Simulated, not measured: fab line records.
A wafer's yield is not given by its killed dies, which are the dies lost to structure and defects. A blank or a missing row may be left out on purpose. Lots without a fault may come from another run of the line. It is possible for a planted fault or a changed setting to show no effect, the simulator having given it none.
Matching of chambers ; flow n5_finfet ; N5_BEOL_M2_DESCUM_33 on rie_diel-04: 4 sister chambers
The step chemistry O2, time 7 s. 4 wafers are shown with their chamber, then 8 later ones without.

EACH WAFER AND ITS CHAMBER
wafer;chamber;drypump_motor_current_A (A)
L086.3;0;4.8
L089.1;2;5.8
L089.2;1;5.9
L093.1;3;5.8

WAFERS WHOSE CHAMBER IS MISSING
wafer;drypump_motor_current_A (A)
L093.5;5.8
L093.6;5.7
L095.2;5.9
L095.3;5.8
L095.4;4.7
L092.4;5.9
L092.5;4.8
L092.6;5.8

WHICH CHAMBER EACH WENT THROUGH
wafer;from the rows above;in truth
L093.5;can't be placed: 2 or 3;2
L093.6;can't be placed: 2 or 3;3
L095.2;1;1
L095.3;can't be placed: 2 or 3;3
L095.4;0;0
L092.4;1;1
L092.5;0;0
L092.6;can't be placed: 2 or 3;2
4 of 8 placed correctly. Can't be placed from these rows: 4 (the true chamber is among the candidates in 4). 0 placed wrongly.
How it was worked out, from the rows above alone: a wafer's distance from a chamber is the root of the sum, over the readings, of the square of ((its reading less the chamber's mean) divided by the reading's scatter). The wafer belongs to the nearest chamber; if the next one is less than 2 further off, it can't be placed. For every chamber, the mean is computed from those of its wafers that are shown. The scatter: with one shown wafer a chamber, the root of the mean of the squares of how far each hidden wafer lies from its nearest shown one.
